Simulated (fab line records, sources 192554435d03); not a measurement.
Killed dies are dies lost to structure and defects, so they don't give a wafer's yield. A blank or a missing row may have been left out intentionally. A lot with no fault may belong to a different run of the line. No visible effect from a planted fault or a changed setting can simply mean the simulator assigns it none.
Problem report in the 8D (eight disciplines) form, filled by code + flow n5 finfet + the parts of the form that need people (team, actions taken, sign-off) are left out

## 1. WHAT IS WRONG
Mean of killed at other at N5_PASSIVATION_PROBE_49: 117 across 6 wafers in 2 lots; on wafers with no fault it is 4 (standard deviation 3.1). That is +36 standard deviations from the usual mean.
First observed at day 15 20:02: wafer L852.1, on prober-01. The record has a number at this step for 9 wafers belonging to 3 lots. The rule behind "out" and "out of limits": a value lying over 4 standard deviations away from the usual mean. The rest of the wafers with a number are treated as sound.

## 2. WHAT IT IS, WHAT IT ISN'T
| question                    | is                                                                              | is not                                                                              |
|-----------------------------|---------------------------------------------------------------------------------|-------------------------------------------------------------------------------------|
| which readings at this step | killed at other, defect limited yield, killed dies, sort n pass, sort yield pct | killed_at_M0_to_M3, killed_at_M4_up, killed at front end, killed open, killed short |
| which lots                  | L848, L852                                                                      | L847                                                                                |
| which wafers of those lots  | all that have a number                                                          | -                                                                                   |
| read on which tools         | prober-01, prober-02                                                            | -                                                                                   |
| when                        | from day 15 20:02                                                               | up to then (3 sound wafers)                                                         |

## 3. SUSPECTS, AND WHAT RULES EACH OUT
Counting: any tool at a process step up to the reading is kept as a suspect provided that every lot that is out went through it and no sound lot did after the first of them.
- rie diel-03 at N5_PASSIVATION_VIA_ETCH_13 (etches SiO2 in CHF3/O2, target depth 660 nm, time 330 s): kept. All lots that are out passed through it, beginning with L852 at day 15 12:38, and no sound lot followed; its final sound lot before that point was L847 at day 13 02:37.
Left after counting: rie diel-03 at N5_PASSIVATION_VIA_ETCH_13.

## 4. THE CAUSE (what the simulator had put in)
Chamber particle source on rie diel-03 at N5_PASSIVATION_VIA_ETCH_13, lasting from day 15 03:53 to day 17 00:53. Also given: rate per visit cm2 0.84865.
The count eliminated every tool but this one.

## 5. THE CHAIN OF EFFECTS, in route order
Each row: a reading whose mean over the struck wafers that have a number lies more than 3 standard deviations from the usual. Only readings for which the record gives a usual standard deviation are gone through. hours: the time from each lot's start at the first step in this table that gives one to its start at this step, as a median over the lots. sigmas: the change in usual standard deviations.
| hours | step                    | reading              | usual  | on struck wafers | change | sigmas |
|-------|-------------------------|----------------------|--------|------------------|--------|--------|
| 0     | N5_PASSIVATION_PROBE_49 | defect limited yield | 91.5 % | 82.8             | -8.7   | -5.8   |
| 0     | N5_PASSIVATION_PROBE_49 | killed at other      | 4      | 117              | +113   | +36    |
| 0     | N5_PASSIVATION_PROBE_49 | killed dies          | 101    | 203              | +102   | +5.7   |
| 0     | N5_PASSIVATION_PROBE_49 | sort_bin_5_function  | 5.0 %  | 10.9             | +5.9   | +5.9   |
| 0     | N5_PASSIVATION_PROBE_49 | sort n pass          | 1079   | 977              | -102   | -5.7   |
| 0     | N5_PASSIVATION_PROBE_49 | sort yield pct       | 91.5 % | 82.8             | -8.7   | -5.8   |
Process steps it contains:
- N5_PASSIVATION_PROBE_49

## 6. HOW IT WOULD HAVE BEEN CAUGHT EARLIER
First out-of-limits reading in this record: day 15 20:02, which is 16 hours after fault onset at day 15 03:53.
Of the tool readings at N5_PASSIVATION_VIA_ETCH_13 for which the record gives a usual standard deviation, none was out on any struck wafer, so an alarm limit of 4 standard deviations on them would not have fired.
Each of the lots that are out, 2 in all, had begun N5_PASSIVATION_VIA_ETCH_13 on rie diel-03 no later than day 15 20:02. Had the tool been put on hold then, not one of them would have been saved.
